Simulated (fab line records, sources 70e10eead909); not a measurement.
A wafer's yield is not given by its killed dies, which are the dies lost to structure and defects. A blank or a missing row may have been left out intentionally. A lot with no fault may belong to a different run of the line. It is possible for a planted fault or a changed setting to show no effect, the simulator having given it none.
Problem report in the 8D (eight disciplines) form, filled by code + flow nand_harc + the parts of the form that need people (team, actions taken, sign-off) are left out

## 1. WHAT IS WRONG
Wafers without a fault read 201.0 W with a standard deviation of 1.3, while heater_power_total_W at NHARC_A_BONDPAD_SOFTBAKE_04 averages 218.9 W across 2 wafers of 1 lot. Relative to the usual mean, that is a shift of +14 standard deviations.
The step: time 70 s.
Earliest sighting: wafer L678.1 on litho_track-07 at day 31 00:00. At this step, 39 wafers from 13 lots have a number in the record. The rule behind "out" and "out of limits": a value lying over 4 standard deviations away from the usual mean. The other wafers with a number count as sound.

## 2. WHAT THIS IS AND IS NOT
| question                    | is                   | is not                                                                 |
|-----------------------------|----------------------|------------------------------------------------------------------------|
| which readings at this step | heater_power_total_W | -                                                                      |
| which lots                  | L678                 | L658, L659, L660, L661, L662, L663, L665, L666, L667, L668, L669, L681 |
| which wafers of those lots  | L678.1, L678.2       | L678.3                                                                 |
| read on which tools         | litho_track-07       | litho_track-02, litho_track-05                                         |
| when                        | from day 31 00:00    | up to then (34 sound wafers); but 3 sound wafers of L681 came after    |

## 3. THE SUSPECTS, EACH WITH WHAT RULES IT OUT
Counting: any tool at a process step up to the reading remains a suspect provided it ran every lot that is out. Sound lots after the first of them don't rule it out here, since some wafers of a struck lot are sound.
- pvd_sputter-01 at NHARC_A_M1_DEGAS_29 (time 60 s): kept. It processed L678, the lot that is out, at day 30 21:34, and its most recent sound lot before then was L669 at day 27 15:09.
- pecvd-01 at NHARC_A_M1_DEP_33 (deposits SiCN, target thk 30 nm): kept. It processed L678, the lot that is out, at day 30 23:31, and its most recent sound lot before then was L669 at day 27 16:53.
- litho_track-07 at NHARC_A_BONDPAD_SOFTBAKE_04 (time 70 s): kept. It processed L678, the lot that is out, at day 31 00:00, and its most recent sound lot before then was L660 at day 23 13:00. Its own heater_power_total_W readings are out on those wafers.
- Within pecvd-01 at NHARC_A_M1_DEP_33: the wafers that are out ran in chambers 0, 1; their sound lot-mates ran in chamber 2.
The count leaves pvd_sputter-01 at NHARC_A_M1_DEGAS_29, pecvd-01 at NHARC_A_M1_DEP_33, and litho_track-07 at NHARC_A_BONDPAD_SOFTBAKE_04.

## 4. THE CAUSE (what the simulator had put in)
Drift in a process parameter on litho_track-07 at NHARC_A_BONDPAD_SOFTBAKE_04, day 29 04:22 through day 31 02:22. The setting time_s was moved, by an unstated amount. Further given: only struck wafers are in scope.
After counting, 3 suspects remain, this tool included.

## 5. THE CHAIN OF EFFECTS, in route order
Rows list readings where the struck wafers' mean (over those with a number) sits beyond 3 standard deviations from the usual. Scope: only readings with a usual standard deviation given in the record; hours: median across lots of the time from each lot's start at the first step in this table that gives one to its start at this step; sigmas: change in usual standard deviations.
| hours | step                        | reading              | usual   | on struck wafers | change | sigmas |
|-------|-----------------------------|----------------------|---------|------------------|--------|--------|
| 0     | NHARC_A_BONDPAD_SOFTBAKE_04 | heater_power_total_W | 201.0 W | 218.9            | +17.9  | +14    |
The process steps in it:
- NHARC_A_BONDPAD_SOFTBAKE_04: time 70 s.

## 6. WHAT WOULD HAVE CAUGHT IT SOONER
In this record the first reading out of limits was taken at day 31 00:00, 44 hours after the fault began at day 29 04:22.
